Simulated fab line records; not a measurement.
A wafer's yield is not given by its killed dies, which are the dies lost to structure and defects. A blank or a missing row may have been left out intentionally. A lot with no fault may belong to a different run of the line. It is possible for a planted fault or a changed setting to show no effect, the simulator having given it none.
Chamber matching -- flow n5 finfet -- N5_BEOL_M7_ALD_77 on ald metal-04 has 4 sister chambers
The step deposits TaN, target thk 2 nm, pulse time 2 s, purge time 3 s. 8 wafers are shown with their chamber, then 11 later ones without.

EACH WAFER AND ITS CHAMBER
wafer,chamber,heater power w (W),precursor vessel temp c (C)
L079.6,2,425,75.12
L084.4,3,344,75.04
L084.5,1,499,74.91
L087.1,3,355,75.06
L087.5,2,417,75.17
L091.2,1,497,75.10
L091.5,0,499,74.90
L090.4,0,488,74.87

WAFERS MISSING THEIR CHAMBER
wafer,heater power w (W),precursor vessel temp c (C)
L090.5,506,75.01
L090.6,487,74.96
L092.2,348,74.94
L092.4,502,74.80
L092.5,354,74.91
L093.1,496,75.08
L093.5,422,74.96
L093.6,497,74.99
L096.2,350,74.94
L096.4,505,74.96
L096.6,508,75.08

CHAMBER TAKEN BY EACH
wafer,from the rows above,in truth
L090.5,can't be placed: 1 or 0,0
L090.6,can't be placed: 0 or 1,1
L092.2,3,3
L092.4,can't be placed: 0 or 1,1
L092.5,3,3
L093.1,can't be placed: 1 or 0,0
L093.5,2,2
L093.6,can't be placed: 1 or 0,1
L096.2,3,3
L096.4,can't be placed: 1 or 0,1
L096.6,can't be placed: 1 or 0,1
4 of 11 placed correctly. Cannot be placed on the basis of these rows: 7; the candidates contain the true chamber in 7. Placed wrongly: 0.
How it was worked out, from the rows above alone: a wafer's distance from a chamber is the root of the sum, over the readings, of the square of ((its reading less the chamber's mean) divided by the reading's scatter). The wafer belongs to the nearest chamber; if the next one is less than 2 further off, it can't be placed. For every chamber, the mean is computed from those of its wafers that are shown. The scatter: the root of (the sum of the squares of (reading less its chamber's mean) over the shown wafers, divided by (wafers less chambers)).
